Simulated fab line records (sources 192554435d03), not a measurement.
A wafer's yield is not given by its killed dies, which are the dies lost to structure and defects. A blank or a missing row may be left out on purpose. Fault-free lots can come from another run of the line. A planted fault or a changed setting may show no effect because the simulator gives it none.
Matching of chambers / flow n5 finfet / N5_BEOL_M5_PRE_CLEAN_77 on cvd co-01: 3 sister chambers
The step time 15 s. 6 wafers are shown with their chamber, then 11 later ones without.

## EACH WAFER AND ITS CHAMBER
wafer=L084.2; chamber=0; heater power w (W)=76; rf fwd power W (W)=297.3
wafer=L084.6; chamber=1; heater power w (W)=81; rf fwd power W (W)=299.0
wafer=L086.3; chamber=1; heater power w (W)=81; rf fwd power W (W)=298.2
wafer=L086.4; chamber=2; heater power w (W)=72; rf fwd power W (W)=298.2
wafer=L086.5; chamber=0; heater power w (W)=73; rf fwd power W (W)=296.9
wafer=L090.3; chamber=2; heater power w (W)=74; rf fwd power W (W)=297.8

## WAFERS MISSING THEIR CHAMBER
wafer=L090.4; heater power w (W)=81; rf fwd power W (W)=297.5
wafer=L090.5; heater power w (W)=71; rf fwd power W (W)=298.1
wafer=L093.2; heater power w (W)=78; rf fwd power W (W)=297.7
wafer=L093.3; heater power w (W)=73; rf fwd power W (W)=297.6
wafer=L093.4; heater power w (W)=80; rf fwd power W (W)=296.9
wafer=L094.1; heater power w (W)=82; rf fwd power W (W)=297.1
wafer=L094.5; heater power w (W)=71; rf fwd power W (W)=295.7
wafer=L094.6; heater power w (W)=77; rf fwd power W (W)=297.3
wafer=L096.1; heater power w (W)=73; rf fwd power W (W)=297.2
wafer=L096.2; heater power w (W)=81; rf fwd power W (W)=296.9
wafer=L096.4; heater power w (W)=70; rf fwd power W (W)=298.0

## WHICH CHAMBER EACH WENT THROUGH
wafer=L090.4; from the rows above=can't be placed: 1 or 0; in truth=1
wafer=L090.5; from the rows above=2; in truth=2
wafer=L093.2; from the rows above=can't be placed: 0 or 1 or 2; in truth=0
wafer=L093.3; from the rows above=can't be placed: 2 or 0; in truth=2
wafer=L093.4; from the rows above=can't be placed: 0 or 1 or 2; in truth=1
wafer=L094.1; from the rows above=can't be placed: 1 or 0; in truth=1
wafer=L094.5; from the rows above=can't be placed: 0 or 2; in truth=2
wafer=L094.6; from the rows above=can't be placed: 0 or 2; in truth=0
wafer=L096.1; from the rows above=can't be placed: 0 or 2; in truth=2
wafer=L096.2; from the rows above=can't be placed: 1 or 0 or 2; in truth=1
wafer=L096.4; from the rows above=can't be placed: 2 or 0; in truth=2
Correctly placed: 1 of 11. Not placeable from these rows: 10 (in 10, the candidates include the true chamber). 0 placed wrongly.
How it was worked out, from the rows above alone: a wafer's distance from a chamber is the root of the sum, over the readings, of the square of ((its reading less the chamber's mean) divided by the reading's scatter). If the next closest chamber is less than 2 further off than the closest, the wafer can't be placed; otherwise it belongs to the closest. The mean given for a chamber averages the wafers shown for that chamber. The scatter is the square root of a quotient: the sum, over the shown wafers, of each reading's squared deviation from its chamber's mean, divided by wafers minus chambers.
